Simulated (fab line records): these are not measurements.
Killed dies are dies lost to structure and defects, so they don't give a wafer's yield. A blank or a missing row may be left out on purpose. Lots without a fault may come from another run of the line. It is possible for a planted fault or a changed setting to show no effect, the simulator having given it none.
Split-lot trial | flow n5-finfet | 7 lots, 39 wafers read, on a route of 1938 steps

== SPLIT DETAILS ==
At N5_BEOL_M4_TRENCH_ETCH_37 (etches SiOC in C4F6/O2, target depth 55.555 nm, time 29.2 s), the setting time-s was moved away from the recipe's 29.2 s on 15 of the 39 wafers read, by -45.2% to +19.0%. The other wafers ran this setting at the recipe's value.

== FROM THE SPLIT TO THE READING: what the file shows between them, 13 steps ==
- N5_BEOL_M4_ETCH_41: etches SiCN in CH3F/O2, target depth 29.9 nm, time 52.5 s
- N5_BEOL_M4_STRIP_97: strips in N2/H2, time 10 s
- N5_BEOL_M4_OCD_MEAS_38
- N5_BEOL_M4_HM_STRIP_39: strips TiN in peroxide tin strip, target depth 25 nm, time 158 s
- N5_BEOL_M4_SRD_40: time 30 s
- N5_BEOL_M4_ECD_50: material Cu, target thk 300 nm
- N5_BEOL_M4_ANNEAL_51: time 90 s
- N5_BEOL_M4_CMP_52: polishes, stops on SiOC, t overpolish 6.8 s, target thk 40 nm
- N5_BEOL_M4_THK_MEAS_53: measures by xrf
- N5_BEOL_M4_PRE_CLEAN_60: time 15 s
- N5_BEOL_M4_CO_CAP_55: material Co, precursor CCTBA/H2, target thk 2 nm, time 102.1 s
- N5_BEOL_M4_PRE_CLEAN_56: time 15 s
- N5_BEOL_M4_DEP_57: deposits SiCN from 3MS/NH3, target thk 8 nm, time 14 s

== THE READING ==
M4_RS (ohm/sq), read at N5_BEOL_M4_RS_MEAS_58 with a four-point probe. Fault-free wafers of this fab line usually give 0.66 ohm/sq, standard deviation 0.036 ohm/sq.

wafer  | tool, chamber at the split | time-s as run, s | against the recipe | M4_RS, ohm/sq | against lot-mates on the recipe
L083.1 | rie-diel-01, 1             | 29.2             | recipe             | 0.68          | -
L083.2 | rie-diel-01, 3             | 29.2             | recipe             | 0.65          | -
L083.3 | rie-diel-01, 2             | 29.2             | recipe             | 0.68          | -
L083.4 | rie-diel-01, 0             | 29.2             | recipe             | 0.65          | -
L083.5 | rie-diel-01, 0             | 29.2             | recipe             | 0.70          | -
L083.6 | rie-diel-01, 1             | 29.2             | recipe             | 0.68          | -
L082.1 | rie-diel-06, 1             | 16.01            | -45.2%             | 2.74          | +2.08
L082.2 | rie-diel-06, 3             | 16.01            | -45.2%             | 2.48          | +1.82
L082.3 | rie-diel-06, 0             | 29.2             | recipe             | 0.68          | -
L082.4 | rie-diel-06, 2             | 16.01            | -45.2%             | 3.03          | +2.37
L082.5 | rie-diel-06, 2             | 29.2             | recipe             | 0.68          | -
L082.6 | rie-diel-06, 1             | 29.2             | recipe             | 0.63          | -
L093.1 | rie-diel-06, 2             | 29.2             | recipe             | 0.66          | -
L093.2 | rie-diel-06, 0             | 34.76            | +19.0%             | 0.48          | -0.17
L093.3 | rie-diel-06, 3             | 34.76            | +19.0%             | 0.46          | -0.19
L093.4 | rie-diel-06, 1             | 29.2             | recipe             | 0.61          | -
L093.5 | rie-diel-06, 2             | 29.2             | recipe             | 0.69          | -
L093.6 | rie-diel-06, 1             | 34.76            | +19.0%             | 0.46          | -0.19
L095.2 | rie-diel-06, 3             | 29.2             | recipe             | 0.65          | -
L095.3 | rie-diel-06, 1             | 29.2             | recipe             | 0.61          | -
L095.4 | rie-diel-06, 2             | 29.2             | recipe             | 0.70          | -
L094.1 | rie-diel-06, 2             | 29.2             | recipe             | 0.65          | -
L094.2 | rie-diel-06, 3             | 29.2             | recipe             | 0.70          | -
L094.3 | rie-diel-06, 0             | 16.67            | -42.9%             | 2.06          | +1.40
L094.4 | rie-diel-06, 1             | 16.67            | -42.9%             | 1.93          | +1.27
L094.5 | rie-diel-06, 2             | 16.67            | -42.9%             | 2.09          | +1.43
L094.6 | rie-diel-06, 3             | 29.2             | recipe             | 0.62          | -
L096.1 | rie-diel-01, 3             | 21.75            | -25.5%             | 1.18          | +0.50
L096.2 | rie-diel-01, 2             | 21.75            | -25.5%             | 1.34          | +0.66
L096.3 | rie-diel-01, 1             | 29.2             | recipe             | 0.70          | -
L096.4 | rie-diel-01, 0             | 29.2             | recipe             | 0.66          | -
L096.5 | rie-diel-01, 0             | 29.2             | recipe             | 0.68          | -
L096.6 | rie-diel-01, 3             | 21.75            | -25.5%             | 1.11          | +0.43
L097.1 | rie-diel-01, 1             | 19.51            | -33.2%             | 1.61          | +0.93
L097.2 | rie-diel-01, 3             | 29.2             | recipe             | 0.66          | -
L097.3 | rie-diel-01, 2             | 29.2             | recipe             | 0.71          | -
L097.4 | rie-diel-01, 1             | 19.51            | -33.2%             | 1.38          | +0.70
L097.5 | rie-diel-01, 2             | 29.2             | recipe             | 0.66          | -
L097.6 | rie-diel-01, 3             | 19.51            | -33.2%             | 1.63          | +0.95

THE FIT
A straight line over all 39 wafers: M4_RS changes by -0.0323 ohm/sq for each +1% of time-s; r = -0.93; the points scatter about the line by 0.25 ohm/sq.
The same after taking each lot's own level away (the mean of its wafers on the recipe; 39 wafers): -0.0323 ohm/sq for each +1%; r = -0.93; scatter 0.25 ohm/sq.
On that fit, the largest move of time-s shifts the reading by 1.5 ohm/sq.
From 0.653 to 0.680 ohm/sq: that is the span of the lots' own levels, equal to 0.7 times the standard deviation above.
Hence the lot-to-lot level has little effect on the slope; both slopes agree.
Check: with one of the wafers moved furthest among these (-45.2%) left out of the fit, the line predicts +1.42 ohm/sq for it against its lot-mates. Against them it came out at +2.08 ohm/sq.

== THE WHOLE CHAIN: every reading that the file lists as answering this split, in the file's order ==
step                      | what it does                                                  | reading                                                                          | change (the file's fit)                | r (the file's)
N5_BEOL_M4_TRENCH_ETCH_37 | etches SiOC in C4F6/O2, target depth 55.555 nm, time 29.2 s   | BEOL_M4.feature-depth-nm (the simulator's own value, which no gauge read)        | +0.563 nm for each +1% of the setting  | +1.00
N5_BEOL_M4_TRENCH_ETCH_37 | etches SiOC in C4F6/O2, target depth 55.555 nm, time 29.2 s   | etch.depth-nm (the simulator's own value, which no gauge read)                   | +0.562 nm for each +1% of the setting  | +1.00
N5_BEOL_M4_TRENCH_ETCH_37 | etches SiOC in C4F6/O2, target depth 55.555 nm, time 29.2 s   | TiN_of_BEOL_M4_HM_DEP_02.thk-nm (the simulator's own value, which no gauge read) | -0.0238 nm for each +1% of the setting | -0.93
N5_BEOL_M4_OCD_MEAS_38    |                                                               | trench-depth-nm                                                                  | +0.561 nm for each +1% of the setting  | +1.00
N5_BEOL_M4_CMP_52         | polishes, stops on SiOC, t overpolish 6.8 s, target thk 40 nm | Cu_of_BEOL_M4_ECD_50.thk-nm (the simulator's own value, which no gauge read)     | +0.559 nm for each +1% of the setting  | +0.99
N5_BEOL_M4_THK_MEAS_53    | measures by xrf                                               | M4_THK                                                                           | +0.554 for each +1% of the setting     | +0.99
N5_BEOL_M4_RS_MEAS_58     | measures by four-point-probe                                  | M4_RS                                                                            | -0.0332 for each +1% of the setting    | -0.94

== THE FILE'S OWN FIT ==
M4_RS changes by -0.0332 ohm/sq for each +1% of time-s, r = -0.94.
